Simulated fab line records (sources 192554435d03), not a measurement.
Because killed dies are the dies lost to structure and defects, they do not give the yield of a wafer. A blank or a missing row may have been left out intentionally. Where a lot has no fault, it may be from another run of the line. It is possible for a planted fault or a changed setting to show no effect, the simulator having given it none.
fab line records ; flow n5-finfet
[record] lots = 5; wafers = 15; last-day = 16
route steps=1938 shown GATE_CUT@511 MOL_CONTACT_COAG@517 BEOL_M4@1111 PASSIVATION@1936
lots that met no fault: from a run of the same line without faults
start-h: start of the lot's first displayed wafer, in hours after the record's first day ; wait-h: time in hours since the lot's previous step ; " as in the row above ; L1.1+2: a row that stands for several wafers ; - no value present, or no start provided ; * or withheld: withheld ; < > ~ a bound
route shown NAME@n: names a module that has steps shown in the file, with the first one's number in the route ; usual: average and standard deviation across the fault-free wafers ; same: alike in all rows ; chamber/n: place in a boat ; sites: each site's reading ; _std_site: their standard deviation ; _edge_site: inner sites' mean taken away from outer sites' mean ; radius-mm: how far each site lies from the wafer's centre ; mask NAME#n: copy n ; behind: the tool/chamber that last shaped the wafer ; hold: why the lot was held/for how many hours/how that ended ; device: whichever transistor did not switch (one of n, p or np) ; end of line: the tests these same wafers got at the end of their route ; a step without rows: its recipe alone ; killed: not the wafer's yield, but the dies lost to structure and defects at the first sort ; map: a wafer's dies, marking killed ones x, the rest . and places with no die _
set.NAME: the setting that was run; set.NAME@STEP: the one run at that earlier step ; model.NAME: the simulator's own value behind a step, which no gauge read
certain route steps with their lots: each step a table, each wafer a row
services: a tool's chamber out of use, with start hour (start-h, from the record's first day; less than 0 if before it), hours out, and reason
[[steps]]
[step N5_GATE_CUT_CMP_23]
[recipe] stop-on = SiO2; t-overpolish-s = 23.4; post-cmp-clean = alkaline-brush; down-force-psi = 2.5; platen-rpm = 51.8; pad-velocity-m-s = 1.0307; target-thk-nm = 16
[step N5_GATE_CUT_CMP_43]
[recipe] material = SiO2; post-cmp-clean = rinse-only
[step N5_GATE_CUT_CMP_61]
[recipe] stop-on = SiNx; t-overpolish-s = 3; post-cmp-clean = alkaline-brush; down-force-psi = 4; platen-rpm = 27.09; pad-velocity-m-s = 0.539
[step N5_MOL_CONTACT_COAG_COAT_103]
[recipe] resist = SOC; temp-c = 250; time-s = 60; spin-rpm = 1500; resist-thk-nm = 80
[step N5_MOL_CONTACT_COAG_COAT_104]
[recipe] resist = SiARC; temp-c = 220; time-s = 60; spin-rpm = 1500; resist-thk-nm = 12
[step N5_MOL_CONTACT_COAG_COAT_58]
[recipe] resist = underlayer; temp-c = 205; time-s = 60; spin-rpm = 1500; resist-thk-nm = 10
[step N5_MOL_CONTACT_COAG_COAT_02]
[recipe] resist = CAR-EUV; spin-rpm = 1500; resist-thk-nm = 30
[step N5_MOL_CONTACT_COAG_EBR_04]
[recipe] solvent = PGMEA; ebr-width-mm = 1.5
[step N5_MOL_CONTACT_COAG_SOFTBAKE_03]
[recipe] temp-c = 110; time-s = 60; resist = CAR-EUV
[step N5_MOL_CONTACT_COAG_EXPOSE_05]
[recipe] mask-id = CA; na = 0.33; source-shape = annular; sigma-inner = 0.4; sigma-outer = 0.8; polarization = unpolarized; defocus-nm = 0; dose-mj = 38.25
lot.wafer;tool;chamber;start-h;wait-h;mask
L829.1+2+6;euv-scanner-02;0;108.92;-;CA#0
L833.1+4+5;euv-scanner-02;0;129.73;-;CA#0
L834.2+3+6;euv-scanner-02;0;137.77;-;CA#0
L835.1+2+4;euv-scanner-02;0;139.66;-;CA#0
L840.3+4+6;euv-scanner-01;0;172.69;-;CA#0
[step N5_MOL_CONTACT_COAG_PEB_06]
[recipe] peb-temp-c = 100; peb-time-s = 60; resist = CAR-EUV
[step N5_MOL_CONTACT_COAG_DEVELOP_07]
[recipe] develop-time-s = 30; developer = TMAH; resist = CAR-EUV; rinse-liquid = surfactant-rinse; dry = air-spin; dev-temp-c = 23
[step N5_MOL_CONTACT_COAG_CD_MEAS_08]
[recipe] target-cd-nm = 28; landing-energy-ev = 500; detector = se-inlens; polarity = opening
[usual] cd-nm = 27.87/0.25
lot.wafer;tool;chamber;start-h;wait-h;cd-nm
L829.1;cd-sem-01;0;109.05;-;27.73
L829.2;cd-sem-01;0;109.05;-;27.73
L829.6;cd-sem-01;0;109.05;-;27.89
L833.1;cd-sem-02;0;129.86;-;27.38
L833.4;cd-sem-02;0;129.86;-;26.27
L833.5;cd-sem-02;0;129.86;-;27.20
L834.2;cd-sem-03;0;137.89;-;27.51
L834.3;cd-sem-03;0;137.89;-;26.48
L834.6;cd-sem-03;0;137.89;-;26.96
L835.1;cd-sem-02;0;139.78;-;26.98
L835.2;cd-sem-02;0;139.78;-;26.95
L835.4;cd-sem-02;0;139.78;-;25.49
L840.3;cd-sem-02;0;172.81;-;27.47
L840.4;cd-sem-02;0;172.81;-;27.78
L840.6;cd-sem-02;0;172.81;-;27.64
[step N5_MOL_CONTACT_COAG_DESCUM_13]
[recipe] chemistry = O2; time-s = 7; source-power-w = 50; bias-power-w = 20; pressure-mtorr = 20; rf-frequency-hz = 2.712e+07; temp-c = 40; resist = CAR-EUV; o2-flow-sccm = 225
[step N5_MOL_CONTACT_COAG_ETCH_59]
[recipe] chemistry = N2/H2; target = underlayer; target-depth-a = 130; mask-material = CAR-EUV; time-s = 10.4; ion-energy-ev = 200; pressure-mtorr = 30; source-w = 840; bias-w = 150; n2-flow-sccm = 200; h2-flow-sccm = 200; ends = cleared
[usual] drypump-motor-current-A = 5.6/0.56; etch-rf-on-time-s = 10.4/0.36; h2-flow-sccm = 199.9/0.65; oes-product-au = 0.65/0.074; rf-vpp-V = 523.7/2.7; showerhead-plenum-p-Torr = 2.53/0.092; throttle-valve-pct = 17.8/0.31
lot.wafer;tool;chamber;start-h;wait-h;drypump-motor-current-A;etch-rf-on-time-s;h2-flow-sccm;oes-product-au;rf-hours-counter-h;rf-vpp-V;showerhead-plenum-p-Torr;throttle-valve-pct;model.MOL_CONTACT_COAG.cd-offset-nm
L829.1;rie-diel-05;1;109.21;0.0;5.4;11.0;199.7;0.61;159;522.5;2.51;17.8;-0.2
L829.2;rie-diel-05;2;109.21;0.0;6.2;10.3;200.6;0.61;173;519.9;2.44;18.2;0.2
L829.6;rie-diel-05;0;109.21;0.0;5.2;11.1;200.5;0.60;-;523.1;2.53;17.5;-0.2
L833.1;rie-diel-01;1;130.02;0.0;5.9;10.2;200.9;0.63;161;525.5;2.63;17.9;-1
L833.4;rie-diel-01;0;130.02;0.0;6.0;10.4;199.0;0.60;-;526.8;2.64;17.9;-2
L833.5;rie-diel-01;1;130.02;0.0;5.9;10.2;200.0;0.62;-;527.7;2.63;17.9;-1
L834.2;rie-diel-03;1;138.11;0.0;5.4;10.1;199.9;0.78;12;525.1;2.47;17.2;-0.8
L834.3;rie-diel-03;3;138.11;0.0;6.5;10.3;200.2;0.66;115;521.4;2.45;18.1;-1.8
L834.6;rie-diel-03;1;138.11;0.0;5.4;10.1;200.4;0.78;-;522.5;2.47;17.2;-1
L835.1;rie-diel-05;0;139.98;0.0;5.2;10.9;200.1;0.61;172;523.4;2.52;17.5;-1
L835.2;rie-diel-05;1;139.98;0.0;5.4;10.9;199.6;0.61;170;523.8;2.51;17.8;-1
L835.4;rie-diel-05;2;139.98;0.0;6.2;10.2;201.1;0.61;185;522.4;2.44;18.2;-2.2
L840.3;rie-diel-03;1;172.96;0.0;5.4;10.0;199.6;0.77;25;522.9;2.47;17.2;0
L840.4;rie-diel-03;0;172.96;0.0;5.2;10.7;200.3;0.77;11;530.1;2.69;17.5;0.2
L840.6;rie-diel-03;1;172.96;0.0;5.4;9.9;200.1;0.76;-;523.2;2.47;17.2;0.2
[step N5_MOL_CONTACT_COAG_ETCH_105]
[recipe] chemistry = CF4; target = SiARC; target-depth-a = 156; mask-material = CAR-EUV; time-s = 26; ion-energy-ev = 80; pressure-mtorr = 40; source-w = 545; bias-w = 36; Ar_flow_sccm = 100; cf4-flow-sccm = 100; ends = cleared
[step N5_MOL_CONTACT_COAG_ETCH_106]
[recipe] chemistry = N2/H2; target = SOC; target-depth-a = 800; overetch-a = 160; mask-material = SiARC; temp-c = 40; time-s = 120; ion-energy-ev = 200; pressure-mtorr = 30; source-w = 840; bias-w = 150; n2-flow-sccm = 200; h2-flow-sccm = 200
[step N5_MOL_CONTACT_COAG_STRIP_107]
[recipe] chemistry = N2/H2; temp-c = 40; n2-flow-sccm = 200; h2-flow-sccm = 200; rf-frequency-hz = 6e+07
[step N5_MOL_CONTACT_COAG_STRIP_108]
[recipe] chemistry = N2/H2; temp-c = 40; n2-flow-sccm = 200; h2-flow-sccm = 200; rf-frequency-hz = 6e+07
[step N5_MOL_CONTACT_COAG_CONTACT_ETCH_14]
[recipe] chemistry = C4F6/O2; target = SiO2; target-depth-a = 275; overetch-a = 85; mask-material = SOC; pressure-mtorr = 30; source-w = 370; bias-w = 185; Ar_flow_sccm = 300; C4F6_flow_sccm = 16; O2_flow_sccm = 10; time-s = 20; ion-energy-ev = 259.6
[step N5_MOL_CONTACT_COAG_STRIP_109]
[recipe] chemistry = C4F6/O2; resist = SiARC; rf-frequency-hz = 6e+07
[step N5_MOL_CONTACT_COAG_ETCH_15]
[recipe] chemistry = CH3F/O2; target = SiNx; target-depth-a = 70; mask-material = SOC; stop-on = Si:P; over-etch-frac = 0.75; ion-energy-ev = 120; pressure-mtorr = 30; source-w = 395; bias-w = 73; Ar_flow_sccm = 150; CH3F_flow_sccm = 30; O2_flow_sccm = 20
[step N5_MOL_CONTACT_COAG_ETCH_110]
[recipe] chemistry = CF4/O2; target = Si; target-depth-a = 25; time-s = 8; pressure-mtorr = 100; source-w = 200; bias-w = 12; ion-energy-ev = 60; Ar_flow_sccm = 100; cf4-flow-sccm = 100; O2_flow_sccm = 10
[usual] drypump-motor-current-A = 5.6/0.55; oes-product-au = 0.76/0.088; rf-vpp-V = 126.0/2.7; showerhead-plenum-p-Torr = 2.22/0.078; throttle-valve-pct = 10.75/0.27
lot.wafer;tool;chamber;start-h;wait-h;drypump-motor-current-A;oes-product-au;rf-hours-counter-h;rf-vpp-V;showerhead-plenum-p-Torr;throttle-valve-pct;model.MOL_CONTACT_COAG.cd-offset-nm
L829.1;rie-diel-05;1;109.45;0.0;5.4;0.72;159;125.1;2.19;10.80;0
L829.2;rie-diel-05;2;109.45;0.0;6.2;0.73;173;121.1;2.14;10.98;0.2
L829.6;rie-diel-05;0;109.45;0.0;5.2;0.70;-;121.3;2.22;10.68;-0.4
L833.1;rie-diel-01;1;130.26;0.0;5.9;0.73;161;131.8;2.30;10.86;-0.8
L833.4;rie-diel-01;0;130.26;0.0;6.0;0.71;-;130.8;2.28;10.85;-1.8
L833.5;rie-diel-01;1;130.26;0.0;5.9;0.73;-;129.9;2.30;10.87;-0.6
L834.2;rie-diel-03;1;138.36;0.0;5.4;0.93;12;126.9;2.18;10.17;-1
L834.3;rie-diel-03;3;138.36;0.0;6.4;0.79;115;126.4;2.15;10.88;-1.8
L834.6;rie-diel-03;1;138.36;0.0;5.4;0.93;-;126.8;2.18;10.18;-1.2
L835.1;rie-diel-05;0;140.22;0.0;5.2;0.69;172;123.0;2.21;10.71;-1.2
L835.2;rie-diel-05;1;140.22;0.0;5.4;0.71;170;123.5;2.19;10.82;-1
L835.4;rie-diel-05;2;140.22;0.0;6.2;0.72;185;122.4;2.14;11.01;-2
L840.3;rie-diel-03;1;173.21;0.0;5.4;0.90;25;124.6;2.17;10.21;0
L840.4;rie-diel-03;0;173.21;0.0;5.2;0.91;11;128.2;2.38;10.35;0.4
L840.6;rie-diel-03;1;173.21;0.0;5.4;0.90;-;125.5;2.17;10.21;0.4
[step N5_MOL_CONTACT_COAG_STRIP_98]
[recipe] chemistry = N2/H2; power-w = 500; temp-c = 40; pressure-mtorr = 50; rf-frequency-hz = 6e+07; overash-fraction = 0.3; bias-power-w = 8; h2-frac = 0.5; n2-flow-sccm = 300; h2-flow-sccm = 300
[step N5_MOL_CONTACT_COAG_CD_MEAS_99]
[recipe] target-cd-nm = 17.2; polarity = opening
[usual] cd-nm = 17.1/0.35
lot.wafer;tool;chamber;start-h;wait-h;cd-nm
L829.1;cd-sem-02;-;109.57;-;17.8
L829.2;cd-sem-02;-;109.57;-;17.5
L829.6;cd-sem-02;-;109.57;-;17.1
L833.1;cd-sem-02;-;130.38;-;16.9
L833.4;cd-sem-02;-;130.38;-;15.3
L833.5;cd-sem-02;-;130.38;-;16.6
L834.2;cd-sem-02;-;138.48;-;15.9
L834.3;cd-sem-02;-;138.48;-;15.8
L834.6;cd-sem-02;-;138.48;-;15.9
L835.1;cd-sem-02;-;140.34;-;16.1
L835.2;cd-sem-02;-;140.34;-;16.0
L835.4;cd-sem-02;-;140.34;-;14.7
L840.3;cd-sem-02;-;173.33;-;17.4
L840.4;cd-sem-02;-;173.33;-;17.3
L840.6;cd-sem-02;-;173.33;-;17.8
[step N5_MOL_CONTACT_COAG_IMPLANT_129]
[recipe] species = Ge; energy-kev = 3; dose-cm2 = 6e+14; tilt-deg = 0; rotation-deg = 0
[step N5_MOL_CONTACT_COAG_PRECLEAN_111]
[recipe] chemistry = NF3:NH3; afs-cycles = 1; temp-c = 30; time-s = 20; sublimation-temp-c = 180; sublimation-time-s = 60; pressure-torr = 3; rf-power-w = 30
[step N5_MOL_CONTACT_COAG_TI_SIL_19]
[recipe] material = Ti; target-thk-a = 42; temp-c = 200; chamber-pressure-pa = 5; power-w = 5000; time-s = 15
[step N5_MOL_CONTACT_COAG_ALD_20]
[recipe] material = TiN; target-thk-a = 15; temp-c = 400; ald-precursor-family = TiCl4; ald-co-reactant = NH3; pulse-time-s = 1; purge-time-s = 3; co-reactant-purge-time-s = 2; co-reactant-pulse-time-s = 2; ald-cycles = 68; pressure-torr = 3
[step N5_MOL_CONTACT_COAG_SIL_ANNEAL_21]
[recipe] temp-c = 550; time-s = 60; ambient = N2
[step N5_MOL_CONTACT_COAG_PRE_CLEAN_141]
[recipe] gas = H2/He; time-s = 60; temp-c = 300
[step N5_MOL_CONTACT_COAG_SPUTTER_143]
[recipe] material = Co; target-thk-a = 25; temp-c = 25; chamber-pressure-pa = 0.2
[step N5_MOL_CONTACT_COAG_CO_FILL_22]
[recipe] material = Co; target-thk-a = 200; temp-c = 200; precursor = CCTBA/H2; pressure-torr = 30
[step N5_MOL_CONTACT_COAG_ANNEAL_113]
[recipe] temp-c = 400; time-s = 300; ambient = H2/N2
[step N5_MOL_CONTACT_COAG_PRE_CLEAN_142]
[recipe] gas = H2/He; time-s = 60; temp-c = 300
[step N5_MOL_CONTACT_COAG_SPUTTER_130]
[recipe] material = Co; target-thk-a = 475; temp-c = 25; chamber-pressure-pa = 0.5; power-w = 3000
[step N5_MOL_CONTACT_COAG_PRECLEAN_125]
[recipe] chemistry = DIW; time-s = 57.5; temp-c = 23
[step N5_BEOL_M4_RC_MEAS_101]
[usual] DIBL_N = 37.0/2.3; DIBL_P = 37.3/2.8; IOFF_N = 0.17/0.046; IOFF_P = 0.23/0.054; ION_N = 675/14; ION_P = 460/9.3; RC_DENSE_N = 19.1/0.44; RC_DENSE_P = 23.9/0.54; RC_N = 15.6/0.35; RC_P = 19.5/0.45; SS_N = 71.7/0.73; SS_P = 73.6/0.95; VT_N = 249/3.9; VT_P = -250/3.9
lot.wafer;tool;chamber;start-h;wait-h;DIBL_N[mV/V];DIBL_P[mV/V];IOFF_N[nA/um];IOFF_P[nA/um];ION_N[uA/um];ION_P[uA/um];RC_DENSE_N[ohm.um];RC_DENSE_P[ohm.um];RC_N[ohm.um];RC_P[ohm.um];SS_N[mV/dec];SS_P[mV/dec];VT_N[mV];VT_P[mV]
L829.1;prober-02;0;190.60;0.0;39.5;38.6;0.20;0.20;664;445;19.1;23.9;15.5;19.5;72.7;73.3;247;-256
L829.2;prober-02;0;190.60;0.0;37.1;38.9;0.18;0.21;680;461;19.5;24.4;15.9;20.0;71.4;73.5;248;-250
L829.6;prober-02;0;190.60;0.0;35.3;34.2;0.14;0.15;654;445;20.2;25.2;16.4;20.6;71.5;72.1;254;-255
L833.1;prober-01;0;209.26;0.0;34.9;35.9;0.13;0.15;667;447;20.3;25.3;16.6;20.5;71.1;73.2;255;-260
L833.4;prober-01;0;209.26;0.0;34.7;36.1;0.13;0.16;663;453;22.5;28.1;18.3;22.9;71.3;73.0;252;-257
L833.5;prober-01;0;209.26;0.0;39.3;40.4;0.22;0.21;687;455;20.5;25.7;16.9;20.9;72.4;74.9;247;-253
L834.2;prober-01;0;222.07;0.2;38.3;39.4;0.18;0.25;679;465;20.8;26.0;17.0;21.2;71.4;74.4;250;-247
L834.3;prober-01;0;222.07;0.2;34.8;35.4;0.12;0.18;656;457;22.3;27.9;18.1;22.6;71.0;72.6;251;-253
L834.6;prober-01;0;222.07;0.2;34.6;34.6;0.11;0.17;641;452;21.4;26.8;17.2;21.6;70.5;72.4;258;-253
L835.1;prober-02;0;222.25;0.0;41.1;40.8;0.26;0.35;678;465;20.5;25.7;16.8;20.8;73.5;75.3;245;-241
L835.2;prober-02;0;222.25;0.0;36.6;36.5;0.16;0.24;682;470;20.0;25.3;16.4;20.5;71.4;73.0;250;-247
L835.4;prober-02;0;222.25;0.0;34.0;33.0;0.12;0.19;641;448;23.3;28.8;18.5;23.2;71.2;71.9;252;-250
L840.3;prober-01;0;281.14;0.3;38.5;37.5;0.20;0.25;667;458;18.7;23.4;15.4;19.3;72.4;74.2;248;-251
L840.4;prober-01;0;281.14;0.3;36.1;36.0;0.15;0.22;680;468;18.5;23.3;15.1;18.8;71.8;72.6;248;-246
L840.6;prober-01;0;281.14;0.3;39.4;38.4;0.20;0.25;664;449;18.3;23.0;15.0;18.8;73.3;74.2;250;-249
[step N5_PASSIVATION_PROBE_49]
[usual] defect-limited-yield = 91.5/1.3; killed_at_M0_to_M3 = 36/10; killed_at_M4_up = 13/4.7; killed-at-contacts = 13/6.7; killed-at-front-end = 37/9.7; killed-at-other = 2.6/2.3; killed-dies = 101/15; killed-open = 67/12; killed-short = 32/6.7; sort_bin_5_function = 5.0/0.89; sort_bin_6_memory = 3.2/0.63; sort_bin_8_speed = 0.01/0.03; sort-n-pass = 1079/16; sort-yield-pct = 91.4/1.4
[same] gross-dies = 1180; killed-at-back-side = 0; sort_bin_4_leakage[%] = 0
lot.wafer;tool;chamber;start-h;wait-h;defect-limited-yield[%];killed_at_M0_to_M3;killed_at_M4_up;killed-at-contacts;killed-at-front-end;killed-at-other;killed-dies;killed-open;killed-short;sort_bin_5_function[%];sort_bin_6_memory[%];sort_bin_8_speed[%];sort-n-pass;sort-yield-pct[%]
L829.1;prober-01;-;293.98;0.0;91.6;38;14;5;42;0;99;62;37;5.1;2.7;0;1081;91.6
L829.2;prober-01;-;294.03;0.1;90.4;59;9;10;30;5;113;71;42;5.9;3.5;0;1067;90.4
L829.6;prober-01;-;294.23;0.3;90.8;43;13;8;40;5;109;79;30;5.3;3.3;0;1071;90.8
L833.4;prober-01;-;320.49;0.2;92.1;30;8;20;33;2;93;50;36;4.6;3.1;0;1087;92.1
L833.5;prober-01;-;320.54;0.2;92.9;25;20;18;21;0;84;61;22;4.6;2.5;0;1096;92.9
L835.1;prober-02;-;335.82;0.0;91.6;33;13;13;38;2;99;65;27;5.6;2.7;0;1081;91.6
L835.4;prober-02;-;335.97;0.2;90.0;33;6;35;42;2;118;64;25;6.3;3.6;0.25;1059;89.7
L834.2;prober-01;-;343.95;0.1;91.1;37;16;21;30;1;105;65;38;4.8;3.6;0;1075;91.1
L834.3;prober-01;-;344.00;0.1;92.5;40;9;20;19;1;89;58;27;5.8;1.5;0.08;1091;92.5
L834.6;prober-01;-;344.15;0.3;93.2;41;14;8;16;1;80;55;24;4.4;2.3;0;1100;93.2
// killed by level:class
L829.1 FIN_SAQP:geometric-particle:short=15 FIN_SAQP:geometric-particle:open=15 BEOL_M0_SAQP:geometric-particle:open=10 BEOL_M0_SAQP:geometric-particle:short=9 BEOL_M4:geometric-particle:open=5 BEOL_M1:geometric-particle:short=5 STARTING-WAFER:geometric-particle:open=5 MOL_CONTACT_COAG:geometric-particle:open=4
L829.2 BEOL_M1:geometric-particle:open=11 BEOL_M3:geometric-particle:open=11 BEOL_M0_SAQP:geometric-particle:short=10 BEOL_M0_SAQP:geometric-particle:open=9 FIN_SAQP:geometric-particle:short=8 MOL_CONTACT_COAG:geometric-particle:open=8 BEOL_M1:geometric-particle:short=6 BEOL_M2:geometric-particle:open=6
L829.6 STI_FIN_REVEAL:geometric-particle:open=14 BEOL_M0_SAQP:geometric-particle:open=13 BEOL_M2:geometric-particle:open=9 MOL_CONTACT_COAG:geometric-particle:open=8 BEOL_M4:geometric-particle:open=8 BEOL_M0_SAQP:geometric-particle:short=6 BEOL_M3:geometric-particle:open=6 FIN_SAQP:geometric-particle:short=4
L833.4 BEOL_M0_SAQP:geometric-particle:short=9 MOL_CONTACT_COAG:geometric-particle:open=9 FIN_SAQP:geometric-particle:open=8 BEOL_M0_SAQP:geometric-particle:open=7 FIN_SAQP:geometric-particle:short=6 MOL_CONTACT_COAG:area-expose=6 MOL_CONTACT_COAG:geometric-particle:short=5 BEOL_M1:geometric-particle:open=5
L833.5 MOL_CONTACT_COAG:geometric-particle:open=13 BEOL_M4:geometric-particle:open=9 BEOL_M0:geometric-particle:open=7 STARTING-WAFER:geometric-particle:open=6 FIN_SAQP:geometric-particle:short=4 MOL_CONTACT_COAG:geometric-particle:short=4 BEOL_M0_SAQP:geometric-particle:open=4 BEOL_M1:geometric-particle:open=4
L835.1 STI_FIN_REVEAL:geometric-particle:open=9 BEOL_M1:geometric-particle:open=9 MOL_CONTACT_COAG:geometric-particle:open=8 BEOL_M0_SAQP:geometric-particle:open=6 FIN_CUT:area-etch=6 DUMMY_GATE:geometric-particle:open=5 BEOL_M0_SAQP:geometric-particle:short=5 FIN_SAQP:geometric-particle:short=4
L835.4 MOL_CONTACT_COAG:area-expose=27 STI_FIN_REVEAL:geometric-particle:open=13 BEOL_M1:geometric-particle:open=10 FIN_SAQP:geometric-particle:open=9 FIN_SAQP:geometric-particle:short=7 MOL_CONTACT_COAG:geometric-particle:open=7 BEOL_M0_SAQP:geometric-particle:short=7 GATE_CUT:geometric-particle:short=6
L834.2 MOL_CONTACT_COAG:geometric-particle:open=16 BEOL_M0_SAQP:geometric-particle:short=12 FIN_SAQP:geometric-particle:open=9 BEOL_M0_SAQP:geometric-particle:open=9 FIN_SAQP:geometric-particle:short=8 MOL_CONTACT_COAG:geometric-particle:short=5 BEOL_M3:geometric-particle:open=5 GATE_CUT:geometric-particle:short=4
L834.3 MOL_CONTACT_COAG:geometric-particle:open=16 BEOL_M2:geometric-particle:open=9 STI_FIN_REVEAL:geometric-particle:open=6 BEOL_M0_SAQP:geometric-particle:short=6 BEOL_M0_SAQP:geometric-particle:open=6 BEOL_M3:geometric-particle:open=5 STARTING-WAFER:geometric-particle:short=5 GATE_CUT:geometric-particle:short=4
L834.6 BEOL_M3:geometric-particle:open=10 BEOL_M0_SAQP:geometric-particle:open=9 BEOL_M0_SAQP:geometric-particle:short=7 BEOL_M2:geometric-particle:open=6 MOL_CONTACT_COAG:geometric-particle:open=5 GATE_CUT:geometric-particle:open=4 STARTING-WAFER:geometric-particle:open=4 MOL_CONTACT_COAG:geometric-particle:short=3
[[services]]
tool;chamber;start-h;hours;kind
euv-scanner-01;-;85.87;5.8;pm
rie-diel-01;2;91.24;11.0;repair
euv-scanner-02;-;91.65;1.0;pm
rie-diel-05;1;93.44;4.1;repair
rie-diel-03;1;97.59;-;clean
rie-diel-03;1;97.59;-;consumable-replace:focus-ring
rie-diel-03;1;97.59;16.3;scheduled-down
rie-diel-03;1;97.59;16.3;vent-cycle
euv-scanner-01;-;103.30;0.7;repair
euv-scanner-01;-;108.25;1.0;pm
rie-diel-01;2;119.57;-;clean
rie-diel-01;2;119.57;-;consumable-replace:focus-ring
rie-diel-01;2;119.57;-;consumable-replace:showerhead
rie-diel-01;2;119.57;18.6;scheduled-down
euv-scanner-01;-;121.42;4.6;pm
rie-diel-03;0;123.05;-;clean
rie-diel-03;0;123.05;-;consumable-replace:focus-ring
rie-diel-03;0;123.05;-;consumable-replace:showerhead
rie-diel-03;0;123.05;20.3;scheduled-down
rie-diel-03;0;123.05;20.3;vent-cycle
euv-scanner-02;-;145.00;0.2;repair
euv-scanner-02;-;146.10;1.0;pm
euv-scanner-02;-;156.87;0.9;repair
euv-scanner-01;-;164.40;1.0;pm
[[key]]
[first-sign] step = N5_MOL_CONTACT_COAG_CD_MEAS_08; reading = cd-nm; direction = down; sigmas = 4.3; usual = 27.87; struck = 26.80; through = control-loop
[effect] step = N5_MOL_CONTACT_COAG_CD_MEAS_99; reading = cd-nm; direction = down; sigmas = 3.4; usual = 17.1; struck = 15.9; through = control-loop
[effect] step = N5_BEOL_M4_RC_MEAS_101; reading = RC_DENSE_P; direction = up; sigmas = 5; usual = 23.9; struck = 26.6
[effect] step = N5_BEOL_M4_RC_MEAS_101; reading = RC_DENSE_N; direction = up; sigmas = 4.9; usual = 19.1; struck = 21.3
[effect] step = N5_BEOL_M4_RC_MEAS_101; reading = RC_N; direction = up; sigmas = 4.8; usual = 15.6; struck = 17.3
[effect] step = N5_BEOL_M4_RC_MEAS_101; reading = RC_P; direction = up; sigmas = 4.6; usual = 19.5; struck = 21.6
[model-effect] step = N5_MOL_CONTACT_COAG_ETCH_59; value = MOL_CONTACT_COAG.cd-offset-nm; without = -0.08889; struck = -1.311
[model-effect] step = N5_MOL_CONTACT_COAG_ETCH_110; value = MOL_CONTACT_COAG.cd-offset-nm; without = -0.04444; struck = -1.267
met-at N5_MOL_CONTACT_COAG_EXPOSE_05
struck-wafers L833.1,L833.4,L833.5,L834.2,L834.3,L834.6,L835.1,L835.2,L835.4
[loop-trim] step = N5_MOL_CONTACT_COAG_EXPOSE_05; setting = dose; lots = L834,L835
onset-between 108.92 129.73
[fault] kind = process-parameter-drift; tool = euv-scanner-02; chamber = -; onset-h = 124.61; steps = N5_MOL_CONTACT_COAG_EXPOSE_05; channel = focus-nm; offset = 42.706; spread-by-wafer = 0.3; shape = step; end-h = 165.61
// loop-trim: a control loop set the setting to another value than it would have without faults
